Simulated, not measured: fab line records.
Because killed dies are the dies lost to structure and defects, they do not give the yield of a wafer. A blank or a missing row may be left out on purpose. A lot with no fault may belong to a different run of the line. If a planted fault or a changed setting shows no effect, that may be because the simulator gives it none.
fab line records :: flow n5-finfet
record:
  lots: 4
  wafers: 12
  last-day: 17
route steps=1938 shown BEOL_M3@1011 BEOL_M4@1021 PASSIVATION@1936
lots with no fault: from the same line, run without faults
start-h: hours from the record's first day to the start of the lot's first wafer shown :: wait-h: time in hours since the lot's previous step :: " unchanged from the row above :: L1.1+2: several wafers, shown together as one row :: - either no value or no given start :: * or withheld: withheld :: < > ~ a bound
route shown NAME@n: names a module that has steps shown in the file, with the first one's number in the route :: usual: average and standard deviation across the fault-free wafers :: same: alike in all rows :: chamber/n: place in a boat :: sites: readings site by site :: _std_site: standard deviation of those values :: _edge_site: the outer-site mean with the inner-site mean subtracted :: radius-mm: how far each site lies from the wafer's centre :: mask NAME#n: copy n :: behind: the tool/chamber that last shaped the wafer :: hold: reason for holding the lot/hours on hold/outcome of the hold :: device: transistor that didn't switch, given as n, p or np :: end of line: the same wafers' tests at the end of the route :: a step without rows: its recipe alone :: killed: the dies lost at the first sort to structure and to defects; this is not the yield of the wafer :: map: a wafer's dies, x killed, . not, _ none there
set.NAME: the run value of the setting; set.NAME@STEP: its run value at that earlier step :: model.NAME: the simulator's own value behind a step, which no gauge read
lots at some steps of the route; a table a step, a row a wafer
services: a tool's chamber out of use, with start hour (start-h, from the record's first day; less than 0 if before it), hours out, and reason
== steps ==
step: N5_BEOL_M3_ECD_50
recipe:
  material: Cu
  target-thk-a: 3000
step: N5_BEOL_M3_ANNEAL_51
recipe:
  temp-c: 225
  time-s: 90
  ambient: N2
step: N5_BEOL_M3_CMP_52
recipe:
  stop-on: SiOC
  t-overpolish-s: 6.8
  down-force-psi: 1
  platen-rpm: 50
  clearing-platen-down-force-psi: 1.5
  clearing-platen-rpm: 50
  post-cmp-clean: cu-alkaline
  target-thk-nm: 40
  clearing-platen-pad-velocity-m-s: 0.99484
  pad-velocity-m-s: 0.99484
step: N5_BEOL_M3_PRE_CLEAN_60
recipe:
  gas: NH3/H2
  time-s: 15
  temp-c: *
  rf-power-w: 300
step: N5_BEOL_M3_CO_CAP_55
recipe:
  material: Co
  target-thk-a: 20
  temp-c: 200
  precursor: CCTBA/H2
  pressure-torr: 30
  time-s: 102.1
step: N5_BEOL_M3_PRE_CLEAN_56
recipe:
  gas: NH3
  time-s: 15
  temp-c: withheld
  rf-power-w: 300
step: N5_BEOL_M3_DEP_57
recipe:
  material: SiCN
  target-thk-a: 80
  temp-c: withheld
  precursor: 3MS/NH3
  pressure-torr: 3
  rf-w: 202
  time-s: 14
step: N5_BEOL_M4_ILD_DEP_00
recipe:
  material: SiOC
  target-thk-a: 790
  temp-c: 350
  precursor: DEMS/O2
  pressure-torr: 5
  rf-w: 500
  time-s: 15.3
step: N5_BEOL_M4_PECVD_72
recipe:
  material: SiO2
  target-thk-a: 160
  temp-c: 400
  precursor: TEOS/O2
  pressure-torr: 5.5
  rf-w: 450
  teos-flow-sccm: 53.8
  gas: O2
  flow-sccm: 3000
  time-s: 18
usual:
  heater-power-w: 719/82
  showerhead-plenum-p-Torr: 8.79/0.05
  throttle-valve-pct: 22.5/1.2
lot.wafer: L114.1
tool: pecvd-01
chamber: 2
start-h: 148.06
wait-h: 0.0
heater-power-w: 781
showerhead-plenum-p-Torr: 8.64
throttle-valve-pct: 21.5
model.SiO2_of_BEOL_M4_PECVD_72.thk-nm: 15.8

lot.wafer: L114.5
tool: pecvd-01
chamber: 2
start-h: 148.06
wait-h: 0.0
heater-power-w: 752
showerhead-plenum-p-Torr: 8.67
throttle-valve-pct: 21.6
model.SiO2_of_BEOL_M4_PECVD_72.thk-nm: 16.2

lot.wafer: L114.6
tool: pecvd-01
chamber: 0
start-h: 148.06
wait-h: 0.0
heater-power-w: 562
showerhead-plenum-p-Torr: 8.79
throttle-valve-pct: 22.1
model.SiO2_of_BEOL_M4_PECVD_72.thk-nm: 16

lot.wafer: L118.1
tool: pecvd-02
chamber: 0
start-h: 179.85
wait-h: 0.0
heater-power-w: 815
showerhead-plenum-p-Torr: 8.80
throttle-valve-pct: 23.0
model.SiO2_of_BEOL_M4_PECVD_72.thk-nm: 15.8

lot.wafer: L118.3
tool: pecvd-02
chamber: 2
start-h: 179.85
wait-h: 0.0
heater-power-w: 757
showerhead-plenum-p-Torr: 8.84
throttle-valve-pct: 22.0
model.SiO2_of_BEOL_M4_PECVD_72.thk-nm: 16

lot.wafer: L118.4
tool: pecvd-02
chamber: 2
start-h: 179.85
wait-h: 0.0
heater-power-w: 763
showerhead-plenum-p-Torr: 8.80
throttle-valve-pct: 21.9
model.SiO2_of_BEOL_M4_PECVD_72.thk-nm: 16

lot.wafer: L130.2
tool: pecvd-02
chamber: 0
start-h: 261.83
wait-h: 0.0
heater-power-w: 782
showerhead-plenum-p-Torr: 8.76
throttle-valve-pct: 23.2
model.SiO2_of_BEOL_M4_PECVD_72.thk-nm: 16

lot.wafer: L130.4
tool: pecvd-02
chamber: 1
start-h: 261.83
wait-h: 0.0
heater-power-w: 640
showerhead-plenum-p-Torr: 8.77
throttle-valve-pct: 24.1
model.SiO2_of_BEOL_M4_PECVD_72.thk-nm: 21.6

lot.wafer: L130.5
tool: pecvd-02
chamber: 2
start-h: 261.83
wait-h: 0.0
heater-power-w: 686
showerhead-plenum-p-Torr: 8.80
throttle-valve-pct: 22.1
model.SiO2_of_BEOL_M4_PECVD_72.thk-nm: 21.8

lot.wafer: L131.2
tool: pecvd-02
chamber: 2
start-h: 265.06
wait-h: 0.0
heater-power-w: 749
showerhead-plenum-p-Torr: 8.82
throttle-valve-pct: 22.4
model.SiO2_of_BEOL_M4_PECVD_72.thk-nm: 16

lot.wafer: L131.5
tool: pecvd-02
chamber: 1
start-h: 265.06
wait-h: 0.0
heater-power-w: 556
showerhead-plenum-p-Torr: 8.78
throttle-valve-pct: 24.3
model.SiO2_of_BEOL_M4_PECVD_72.thk-nm: 21.8

lot.wafer: L131.6
tool: pecvd-02
chamber: 2
start-h: 265.06
wait-h: 0.0
heater-power-w: 757
showerhead-plenum-p-Torr: 8.79
throttle-valve-pct: 22.1
model.SiO2_of_BEOL_M4_PECVD_72.thk-nm: 15.8
step: N5_BEOL_M4_HM_DEP_02
recipe:
  material: TiN
  target-thk-a: 200
  temp-c: 25
  chamber-pressure-pa: 0.49996
step: N5_BEOL_M4_COAT_61
recipe:
  resist: SOC
  temp-c: 250
  time-s: 60
  spin-rpm: 1500
  resist-thk-nm: 60
step: N5_BEOL_M4_COAT_62
recipe:
  resist: SiARC
  temp-c: 220
  time-s: 60
  spin-rpm: 1500
  resist-thk-nm: 12
step: N5_BEOL_M4_COAT_73
recipe:
  resist: underlayer
  temp-c: 205
  time-s: 60
  spin-rpm: 1500
  resist-thk-nm: 5
step: N5_BEOL_M4_COAT_05
recipe:
  resist: CAR-EUV
  spin-rpm: 1500
  resist-thk-nm: 30
step: N5_BEOL_M4_EBR_07
recipe:
  solvent: PGMEA
  ebr-width-mm: 1.5
step: N5_BEOL_M4_SOFTBAKE_06
recipe:
  temp-c: 110
  time-s: 60
  resist: CAR-EUV
step: N5_BEOL_M4_EXPOSE_08
recipe:
  mask-id: M4
  na: 0.33
  source-shape: dipole
  sigma-inner: 0.369
  sigma-outer: 0.767
  polarization: unpolarized
  dose-mj: 41.25
step: N5_BEOL_M4_PEB_09
recipe:
  peb-temp-c: 100
  peb-time-s: 60
  resist: CAR-EUV
step: N5_BEOL_M4_DEVELOP_10
recipe:
  develop-time-s: 30
  developer: TMAH
  resist: CAR-EUV
  rinse-liquid: surfactant-rinse
  dry: air-spin
  dev-temp-c: 23
step: N5_BEOL_M4_DESCUM_16
recipe:
  chemistry: O2
  time-s: 7
  source-power-w: 50
  bias-power-w: 20
  pressure-mtorr: 20
  rf-frequency-hz: 2.712e+07
  temp-c: 40
  resist: CAR-EUV
  o2-flow-sccm: 225
step: N5_BEOL_M4_ETCH_74
recipe:
  chemistry: N2/H2
  target: underlayer
  target-depth-a: 65
  mask-material: CAR-EUV
  time-s: 5.2
  ion-energy-ev: 200
  pressure-mtorr: 30
  source-w: 840
  bias-w: 150
  n2-flow-sccm: 200
  h2-flow-sccm: 200
  ends: cleared
step: N5_BEOL_M4_ETCH_63
recipe:
  chemistry: CF4
  target: SiARC
  target-depth-a: 156
  mask-material: CAR-EUV
  time-s: 26
  ion-energy-ev: 80
  pressure-mtorr: 40
  source-w: 545
  bias-w: 36
  Ar_flow_sccm: 100
  cf4-flow-sccm: 100
  ends: cleared
step: N5_BEOL_M4_ETCH_64
recipe:
  chemistry: N2/H2
  target: SOC
  target-depth-a: 750
  overetch-a: 225
  mask-material: SiARC
  temp-c: 40
  time-s: 121.9
  ion-energy-ev: 200
  pressure-mtorr: 30
  source-w: 840
  bias-w: 150
  n2-flow-sccm: 200
  h2-flow-sccm: 200
step: N5_BEOL_M4_STRIP_65
recipe:
  chemistry: N2/H2
  temp-c: 40
  n2-flow-sccm: 200
  h2-flow-sccm: 200
  rf-frequency-hz: 6e+07
step: N5_BEOL_M4_STRIP_75
recipe:
  chemistry: N2/H2
  temp-c: 40
  n2-flow-sccm: 200
  h2-flow-sccm: 200
  rf-frequency-hz: 6e+07
step: N5_BEOL_M4_STRIP_66
recipe:
  chemistry: CF4
  resist: SiARC
  power-w: 300
  bias-power-w: 75
  pressure-mtorr: 50
  cf4-flow-sccm: 150
  rf-frequency-hz: 6e+07
step: N5_BEOL_M4_HM_OPEN_17
recipe:
  chemistry: Cl2/BCl3
  target-depth-a: 200
  overetch-a: 60
  target: TiN
  mask-material: SOC
  ion-energy-ev: 150
  pressure-mtorr: 10
  icp-w: 1000
  bias-w: 126
  Cl2_flow_sccm: 53.25
  bcl3-flow-sccm: 21.75
  Ar_flow_sccm: 25
step: N5_BEOL_M4_STRIP_19
recipe:
  chemistry: O2
  power-w: 400
  temp-c: 40
  pressure-mtorr: 30
  rf-frequency-hz: 6e+07
  bias-power-w: 0
  overash-fraction: 0.2
  o2-flow-sccm: 225
step: N5_BEOL_M4_COAT_67
recipe:
  resist: SOC
  temp-c: 250
  time-s: 60
  spin-rpm: 1500
  resist-thk-nm: 60
step: N5_BEOL_M4_COAT_68
recipe:
  resist: SiARC
  temp-c: 220
  time-s: 60
  spin-rpm: 1500
  resist-thk-nm: 12
step: N5_BEOL_M4_COAT_76
recipe:
  resist: underlayer
  temp-c: 205
  time-s: 60
  spin-rpm: 1500
  resist-thk-nm: 5
step: N5_BEOL_M4_COAT_22
recipe:
  resist: CAR-EUV
  spin-rpm: 1500
  resist-thk-nm: 30
step: N5_BEOL_M4_EBR_24
recipe:
  solvent: PGMEA
  ebr-width-mm: 1.5
step: N5_BEOL_M4_SOFTBAKE_23
recipe:
  temp-c: 110
  time-s: 60
  resist: CAR-EUV
step: N5_BEOL_M4_HM_STRIP_39
recipe:
  chemistry: peroxide-tin-strip
  material: TiN
  target-depth-a: 250
  temp-c: 50
  time-s: 158
lot.wafer: L114.1
tool: wet-bench-04
chamber: 1
start-h: 157.47
wait-h: 0.0
model.SiO2_of_BEOL_M4_PECVD_72.thk-nm: 15.6

lot.wafer: L114.5+6
tool: wet-bench-04
chamber: 4,7
start-h: 157.47
wait-h: 0.0
model.SiO2_of_BEOL_M4_PECVD_72.thk-nm: 16

lot.wafer: L118.1
tool: wet-bench-04
chamber: 5
start-h: 187.59
wait-h: 0.0
model.SiO2_of_BEOL_M4_PECVD_72.thk-nm: 15.6

lot.wafer: L118.3+4
tool: wet-bench-04
chamber: 4,3
start-h: 187.59
wait-h: 0.0
model.SiO2_of_BEOL_M4_PECVD_72.thk-nm: 15.8

lot.wafer: L130.2
tool: wet-bench-04
chamber: 1
start-h: 270.13
wait-h: 0.0
model.SiO2_of_BEOL_M4_PECVD_72.thk-nm: 15.8

lot.wafer: L130.4
tool: wet-bench-04
chamber: 2
start-h: 270.13
wait-h: 0.0
model.SiO2_of_BEOL_M4_PECVD_72.thk-nm: 21.4

lot.wafer: L130.5
tool: wet-bench-04
chamber: 7
start-h: 270.13
wait-h: 0.0
model.SiO2_of_BEOL_M4_PECVD_72.thk-nm: 21.6

lot.wafer: L131.2
tool: wet-bench-01
chamber: 3
start-h: 274.26
wait-h: 0.0
model.SiO2_of_BEOL_M4_PECVD_72.thk-nm: 15.8

lot.wafer: L131.5
tool: wet-bench-01
chamber: 6
start-h: 274.26
wait-h: 0.0
model.SiO2_of_BEOL_M4_PECVD_72.thk-nm: 21.6

lot.wafer: L131.6
tool: wet-bench-01
chamber: 2
start-h: 274.26
wait-h: 0.0
model.SiO2_of_BEOL_M4_PECVD_72.thk-nm: 15.6
step: N5_BEOL_M4_CMP_52
recipe:
  stop-on: SiOC
  t-overpolish-s: 6.8
  down-force-psi: 1
  platen-rpm: 50
  clearing-platen-down-force-psi: 1.5
  clearing-platen-rpm: 50
  post-cmp-clean: cu-alkaline
  target-thk-nm: 40
  clearing-platen-pad-velocity-m-s: 0.99484
  pad-velocity-m-s: 0.99484
usual:
  barrier-field-endpoint-s: 24.8/0.5
  motor-current-A: 5.9/0.42
lot.wafer: L114.1
tool: cmp-02
chamber: 1
start-h: 161.12
wait-h: 0.4
barrier-field-endpoint-s: 24.0
motor-current-A: 5.4

lot.wafer: L114.6
tool: cmp-02
chamber: 2
start-h: 161.12
wait-h: 0.4
barrier-field-endpoint-s: 25.1
motor-current-A: 6.5

lot.wafer: L114.5
tool: cmp-02
chamber: 3
start-h: 161.12
wait-h: 0.4
barrier-field-endpoint-s: 25.0
motor-current-A: 5.3

lot.wafer: L118.4
tool: cmp-03
chamber: 1
start-h: 191.64
wait-h: 0.2
barrier-field-endpoint-s: 24.5
motor-current-A: 6.4

lot.wafer: L118.3
tool: cmp-03
chamber: 3
start-h: 191.64
wait-h: 0.2
barrier-field-endpoint-s: 25.0
motor-current-A: 6.3

lot.wafer: L118.1
tool: cmp-03
chamber: 0
start-h: 191.64
wait-h: 0.2
barrier-field-endpoint-s: 24.3
motor-current-A: 6.0

lot.wafer: L130.4
tool: cmp-02
chamber: 1
start-h: 275.12
wait-h: 0.2
barrier-field-endpoint-s: 30.7
motor-current-A: 5.2

lot.wafer: L130.2
tool: cmp-02
chamber: 3
start-h: 275.12
wait-h: 0.2
barrier-field-endpoint-s: 24.3
motor-current-A: 5.3

lot.wafer: L130.5
tool: cmp-02
chamber: 1
start-h: 275.12
wait-h: 0.2
barrier-field-endpoint-s: 31.3
motor-current-A: 5.0

lot.wafer: L131.2
tool: cmp-03
chamber: 2
start-h: 277.51
wait-h: 0.3
barrier-field-endpoint-s: 24.5
motor-current-A: 5.5

lot.wafer: L131.5
tool: cmp-03
chamber: 3
start-h: 277.51
wait-h: 0.3
barrier-field-endpoint-s: 31.7
motor-current-A: 5.5

lot.wafer: L131.6
tool: cmp-03
chamber: 0
start-h: 277.51
wait-h: 0.3
barrier-field-endpoint-s: 24.1
motor-current-A: 5.9
step: N5_BEOL_M4_RC_MEAS_101
usual:
  DIBL_N: 36.3/1.6
  DIBL_P: 36.4/1.8
  IOFF_N: 0.163/0.027
  IOFF_P: 0.22/0.033
  ION_N: 673/9.8
  ION_P: 461/6.7
  SS_N: 71.5/0.58
  SS_P: 73.4/0.67
  VT_N: 249.4/2.9
  VT_P: -250/3.2
lot.wafer: L114.1
tool: prober-01
chamber: 0
start-h: 161.62
wait-h: 0.0
DIBL_N[mV/V]: 39.0
DIBL_P[mV/V]: 38.7
IOFF_N[nA/um]: 0.202
IOFF_P[nA/um]: 0.25
ION_N[uA/um]: 694
ION_P[uA/um]: 469
SS_N[mV/dec]: 72.9
SS_P[mV/dec]: 74.9
VT_N[mV]: 247.1
VT_P[mV]: -252

lot.wafer: L114.5
tool: prober-01
chamber: 0
start-h: 161.62
wait-h: 0.0
DIBL_N[mV/V]: 38.0
DIBL_P[mV/V]: 37.3
IOFF_N[nA/um]: 0.165
IOFF_P[nA/um]: 0.21
ION_N[uA/um]: 671
ION_P[uA/um]: 458
SS_N[mV/dec]: 71.8
SS_P[mV/dec]: 74.6
VT_N[mV]: 249.6
VT_P[mV]: -253

lot.wafer: L114.6
tool: prober-01
chamber: 0
start-h: 161.62
wait-h: 0.0
DIBL_N[mV/V]: 38.6
DIBL_P[mV/V]: 37.5
IOFF_N[nA/um]: 0.185
IOFF_P[nA/um]: 0.22
ION_N[uA/um]: 674
ION_P[uA/um]: 463
SS_N[mV/dec]: 72.6
SS_P[mV/dec]: 74.1
VT_N[mV]: 250.4
VT_P[mV]: -251

lot.wafer: L118.1
tool: prober-02
chamber: 0
start-h: 192.30
wait-h: 0.0
DIBL_N[mV/V]: 36.6
DIBL_P[mV/V]: 37.6
IOFF_N[nA/um]: 0.168
IOFF_P[nA/um]: 0.23
ION_N[uA/um]: 678
ION_P[uA/um]: 463
SS_N[mV/dec]: 71.4
SS_P[mV/dec]: 73.6
VT_N[mV]: 249.6
VT_P[mV]: -253

lot.wafer: L118.3
tool: prober-02
chamber: 0
start-h: 192.30
wait-h: 0.0
DIBL_N[mV/V]: 36.3
DIBL_P[mV/V]: 37.1
IOFF_N[nA/um]: 0.169
IOFF_P[nA/um]: 0.22
ION_N[uA/um]: 673
ION_P[uA/um]: 466
SS_N[mV/dec]: 71.3
SS_P[mV/dec]: 73.1
VT_N[mV]: 246.7
VT_P[mV]: -249

lot.wafer: L118.4
tool: prober-02
chamber: 0
start-h: 192.30
wait-h: 0.0
DIBL_N[mV/V]: 37.7
DIBL_P[mV/V]: 38.7
IOFF_N[nA/um]: 0.190
IOFF_P[nA/um]: 0.26
ION_N[uA/um]: 679
ION_P[uA/um]: 467
SS_N[mV/dec]: 72.4
SS_P[mV/dec]: 73.4
VT_N[mV]: 248.6
VT_P[mV]: -247

lot.wafer: L130.2
tool: prober-01
chamber: 0
start-h: 275.84
wait-h: 0.2
DIBL_N[mV/V]: 35.9
DIBL_P[mV/V]: 37.3
IOFF_N[nA/um]: 0.151
IOFF_P[nA/um]: 0.23
ION_N[uA/um]: 675
ION_P[uA/um]: 466
SS_N[mV/dec]: 71.1
SS_P[mV/dec]: 73.4
VT_N[mV]: 248.8
VT_P[mV]: -247

lot.wafer: L130.4
tool: prober-01
chamber: 0
start-h: 275.84
wait-h: 0.2
DIBL_N[mV/V]: 36.3
DIBL_P[mV/V]: 37.0
IOFF_N[nA/um]: 0.154
IOFF_P[nA/um]: 0.23
ION_N[uA/um]: 675
ION_P[uA/um]: 471
SS_N[mV/dec]: 70.7
SS_P[mV/dec]: 73.0
VT_N[mV]: 249.2
VT_P[mV]: -247

lot.wafer: L130.5
tool: prober-01
chamber: 0
start-h: 275.84
wait-h: 0.2
DIBL_N[mV/V]: 36.7
DIBL_P[mV/V]: 37.0
IOFF_N[nA/um]: 0.166
IOFF_P[nA/um]: 0.24
ION_N[uA/um]: 675
ION_P[uA/um]: 468
SS_N[mV/dec]: 70.9
SS_P[mV/dec]: 73.1
VT_N[mV]: 250.9
VT_P[mV]: -246

lot.wafer: L131.2
tool: prober-01
chamber: 0
start-h: 278.46
wait-h: 0.2
DIBL_N[mV/V]: 37.4
DIBL_P[mV/V]: 37.0
IOFF_N[nA/um]: 0.195
IOFF_P[nA/um]: 0.24
ION_N[uA/um]: 687
ION_P[uA/um]: 463
SS_N[mV/dec]: 72.0
SS_P[mV/dec]: 73.3
VT_N[mV]: 245.2
VT_P[mV]: -248

lot.wafer: L131.5
tool: prober-01
chamber: 0
start-h: 278.46
wait-h: 0.2
DIBL_N[mV/V]: 35.9
DIBL_P[mV/V]: 35.7
IOFF_N[nA/um]: 0.162
IOFF_P[nA/um]: 0.21
ION_N[uA/um]: 675
ION_P[uA/um]: 459
SS_N[mV/dec]: 72.1
SS_P[mV/dec]: 73.3
VT_N[mV]: 247.5
VT_P[mV]: -250

lot.wafer: L131.6
tool: prober-01
chamber: 0
start-h: 278.46
wait-h: 0.2
DIBL_N[mV/V]: 38.2
DIBL_P[mV/V]: 37.7
IOFF_N[nA/um]: 0.198
IOFF_P[nA/um]: 0.25
ION_N[uA/um]: 678
ION_P[uA/um]: 463
SS_N[mV/dec]: 72.2
SS_P[mV/dec]: 74.3
VT_N[mV]: 247.0
VT_P[mV]: -250
step: N5_PASSIVATION_PROBE_49
usual:
  defect-limited-yield: 91.6/1.4
  killed_at_M0_to_M3: 30/8.7
  killed_at_M4_up: 14/5.4
  killed-at-contacts: 11/6.4
  killed-at-front-end: 40/12
  killed-at-other: 3/3.1
  killed-dies: 99/17
  killed-open: 64/12
  killed-short: 33/8.1
  sort_bin_5_function: 4.9/0.88
  sort_bin_6_memory: 3.1/0.69
  sort-n-pass: 1081/17
  sort-yield-pct: 91.6/1.4
same:
  gross-dies: 1180
  killed-at-back-side: 0
  sort_bin_4_leakage[%]: 0
  sort_bin_8_speed[%]: 0
lot.wafer: L118.1
tool: prober-02
chamber: -
start-h: 294.47
wait-h: 0.0
defect-limited-yield[%]: 93.1
killed_at_M0_to_M3: 32
killed_at_M4_up: 6
killed-at-contacts: 6
killed-at-front-end: 24
killed-at-other: 13
killed-dies: 81
killed-open: 53
killed-short: 28
sort_bin_5_function[%]: 4.2
sort_bin_6_memory[%]: 2.3
sort-n-pass: 1099
sort-yield-pct[%]: 93.1

lot.wafer: L118.3
tool: prober-02
chamber: -
start-h: 294.57
wait-h: 0.1
defect-limited-yield[%]: 92.1
killed_at_M0_to_M3: 38
killed_at_M4_up: 15
killed-at-contacts: 7
killed-at-front-end: 30
killed-at-other: 3
killed-dies: 93
killed-open: 64
killed-short: 29
sort_bin_5_function[%]: 4.7
sort_bin_6_memory[%]: 3.0
sort-n-pass: 1087
sort-yield-pct[%]: 92.1

lot.wafer: L118.4
tool: prober-02
chamber: -
start-h: 294.62
wait-h: 0.2
defect-limited-yield[%]: 91.9
killed_at_M0_to_M3: 22
killed_at_M4_up: 14
killed-at-contacts: 8
killed-at-front-end: 36
killed-at-other: 16
killed-dies: 96
killed-open: 60
killed-short: 36
sort_bin_5_function[%]: 4.7
sort_bin_6_memory[%]: 3.1
sort-n-pass: 1084
sort-yield-pct[%]: 91.9

lot.wafer: L131.2
tool: prober-02
chamber: -
start-h: 388.39
wait-h: 0.1
defect-limited-yield[%]: 89.5
killed_at_M0_to_M3: 36
killed_at_M4_up: 7
killed-at-contacts: 24
killed-at-front-end: 54
killed-at-other: 3
killed-dies: 124
killed-open: 92
killed-short: 30
sort_bin_5_function[%]: 6.4
sort_bin_6_memory[%]: 3.9
sort-n-pass: 1056
sort-yield-pct[%]: 89.5

lot.wafer: L131.5
tool: prober-02
chamber: -
start-h: 388.54
wait-h: 0.2
defect-limited-yield[%]: 89.8
killed_at_M0_to_M3: 34
killed_at_M4_up: 14
killed-at-contacts: 28
killed-at-front-end: 39
killed-at-other: 5
killed-dies: 120
killed-open: 73
killed-short: 37
sort_bin_5_function[%]: 5.8
sort_bin_6_memory[%]: 3.1
sort-n-pass: 1060
sort-yield-pct[%]: 89.8

lot.wafer: L131.6
tool: prober-02
chamber: -
start-h: 388.59
wait-h: 0.3
defect-limited-yield[%]: 91.5
killed_at_M0_to_M3: 24
killed_at_M4_up: 10
killed-at-contacts: 32
killed-at-front-end: 33
killed-at-other: 1
killed-dies: 100
killed-open: 71
killed-short: 29
sort_bin_5_function[%]: 4.7
sort_bin_6_memory[%]: 3.6
sort-n-pass: 1080
sort-yield-pct[%]: 91.5
killed by level:class
L118.1 BEOL_M2:geometric-particle:open=12 BEOL_M1:geometric-particle:open=7 STI_FIN_REVEAL:geometric-particle:open=6 PASS1_CAP:geometric-particle:short=6 STARTING-WAFER:geometric-particle:short=5 BEOL_M0_SAQP:geometric-particle:open=4 FIN_SAQP:geometric-particle:open=3 FIN_SAQP:geometric-particle:short=3
L118.3 FIN_SAQP:geometric-particle:open=14 BEOL_M0_SAQP:geometric-particle:short=10 BEOL_M3:geometric-particle:open=10 BEOL_M2:geometric-particle:open=8 FIN_SAQP:geometric-particle:short=5 MOL_CONTACT_COAG:geometric-particle:open=4 BEOL_M7:geometric-particle:open=4 DUMMY_GATE:geometric-particle:open=3
L118.4 BEOL_M3:geometric-particle:open=10 STI_FIN_REVEAL:geometric-particle:open=6 DUMMY_GATE:geometric-particle:open=6 MOL_CONTACT_COAG:geometric-particle:open=6 FIN_SAQP:geometric-particle:open=5 FIN_SAQP:geometric-particle:short=5 PASS1_CAP:geometric-particle:short=5 BEOL_M0_SAQP:geometric-particle:open=4
L131.2 MOL_CONTACT_COAG:geometric-particle:open=23 BEOL_M3:geometric-particle:open=14 FIN_SAQP:geometric-particle:open=12 STI_FIN_REVEAL:geometric-particle:open=12 BEOL_M2:geometric-particle:open=9 FIN_SAQP:geometric-particle:short=6 BEOL_M0_SAQP:geometric-particle:open=6 ILD0:geometric-particle:short=5
L131.5 MOL_CONTACT_COAG:geometric-particle:open=22 BEOL_M3:geometric-particle:open=17 HKMG_FIN:area-etch=8 MOL_CONTACT_COAG:geometric-particle:short=6 FIN_SAQP:geometric-particle:short=5 STI_FIN_REVEAL:geometric-particle:open=5 BEOL_M0_SAQP:geometric-particle:short=5 BEOL_M4:geometric-particle:open=5
L131.6 MOL_CONTACT_COAG:geometric-particle:open=29 STI_FIN_REVEAL:geometric-particle:open=7 BEOL_M0_SAQP:geometric-particle:short=7 FIN_SAQP:geometric-particle:open=6 ILD0:geometric-particle:open=5 BEOL_M0_SAQP:geometric-particle:open=5 FIN_SAQP:geometric-particle:short=3 MOL_CONTACT_COAG:geometric-particle:short=3
== services ==
tool: cmp-02
chamber: -
start-h: 138.89
hours: 0.2
kind: repair

tool: cmp-03
chamber: -
start-h: 163.69
hours: 0.4
kind: repair

tool: pecvd-01
chamber: 1
start-h: 164.60
hours: 2.1
kind: scheduled-down

tool: cmp-03
chamber: -
start-h: 166.09
hours: 4.0
kind: pm

tool: cmp-03
chamber: -
start-h: 170.09
hours: -
kind: consumable-replace:conditioner

tool: cmp-03
chamber: -
start-h: 170.09
hours: -
kind: consumable-replace:pad

tool: cmp-02
chamber: -
start-h: 180.75
hours: 1.2
kind: repair

tool: cmp-02
chamber: -
start-h: 191.73
hours: 2.4
kind: repair

tool: cmp-03
chamber: -
start-h: 205.25
hours: 11.3
kind: pm

tool: cmp-02
chamber: -
start-h: 207.36
hours: 4.0
kind: pm

tool: cmp-02
chamber: -
start-h: 211.36
hours: -
kind: consumable-replace:conditioner

tool: cmp-02
chamber: -
start-h: 211.36
hours: -
kind: consumable-replace:pad

tool: cmp-03
chamber: -
start-h: 224.08
hours: 1.8
kind: repair

tool: cmp-02
chamber: -
start-h: 234.29
hours: 0.7
kind: repair

tool: pecvd-02
chamber: 1
start-h: 266.47
hours: 5.5
kind: scheduled-down

tool: pecvd-01
chamber: 1
start-h: 276.81
hours: 4.5
kind: repair
== key ==
first-sign:
  step: N5_BEOL_M4_CMP_52
  reading: barrier-field-endpoint-s
  direction: up
  sigmas: 13
  usual: 24.8
  struck: 31.2
effect none on later readings
model-effect:
  step: N5_BEOL_M4_PECVD_72
  value: SiO2_of_BEOL_M4_PECVD_72.thk-nm
  without: 16
  struck: 21.73
model-effect:
  step: N5_BEOL_M4_HM_STRIP_39
  value: SiO2_of_BEOL_M4_PECVD_72.thk-nm
  without: 15.87
  struck: 21.53
met-at N5_BEOL_M4_PECVD_72
struck-wafers L130.4,L130.5,L131.5
onset-between 179.85 261.83
fault:
  kind: process-parameter-drift
  tool: pecvd-02
  chamber: -
  onset-h: 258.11
  steps: N5_BEOL_M4_PECVD_72
  channel: time-s
  offset: *
  shape: step
  end-h: 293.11
  scope: struck-wafers-only
  acts-in: *
  stated: *
